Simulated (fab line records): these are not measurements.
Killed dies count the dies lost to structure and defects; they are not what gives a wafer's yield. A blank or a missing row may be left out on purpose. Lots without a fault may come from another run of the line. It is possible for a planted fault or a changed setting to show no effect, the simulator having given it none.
Matching of chambers | flow n5-finfet | 4 sister chambers for N5_BEOL_M1_ETCH_64 on rie-diel-05
The step etches SOC in N2/H2, target depth 75 nm, overetch 15 nm, time 112.5 s. 6 wafers are shown with their chamber, then 7 later ones without.

## WAFERS WITH THEIR CHAMBER
wafer  | chamber | throttle-valve-pct (%) | oes-product-au (a.u.)
L566.2 | 0       | 17.50                  | 0.70
L568.3 | 3       | 17.82                  | 0.61
L573.1 | 3       | 17.83                  | 0.61
L573.4 | 1       | 18.33                  | 0.54
L577.2 | 2       | 17.90                  | 0.56
L577.5 | 2       | 17.88                  | 0.57

## WAFERS WITH NO CHAMBER GIVEN
wafer  | throttle-valve-pct (%) | oes-product-au (a.u.)
L577.6 | 17.92                  | 0.77
L583.1 | 17.59                  | 0.66
L583.4 | 17.93                  | 0.74
L583.5 | 17.86                  | 0.60
L587.1 | 17.94                  | 0.72
L587.4 | 17.85                  | 0.59
L587.5 | 17.92                  | 0.55

## WHICH CHAMBER EACH WENT THROUGH
wafer  | from the rows above     | in truth
L577.6 | 3                       | 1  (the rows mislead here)
L583.1 | 0                       | 0
L583.4 | 3                       | 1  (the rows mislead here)
L583.5 | 3                       | 3
L587.1 | 3                       | 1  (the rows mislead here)
L587.4 | can't be placed: 3 or 2 | 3
L587.5 | 2                       | 2
3 of 7 placed correctly. Not placeable from these rows: 1 (in 1, the candidates include the true chamber). Number placed wrongly: 3.
How it was worked out, from the rows above alone: a wafer's distance from a chamber is the root of the sum, over the readings, of the square of ((its reading less the chamber's mean) divided by the reading's scatter). The wafer belongs to the nearest chamber; if the next one is less than 2 further off, it can't be placed. For every chamber, the mean is computed from those of its wafers that are shown. The scatter: take each reading less its chamber's mean, square it, sum over the shown wafers, divide by the number of wafers less the number of chambers, and take the root.
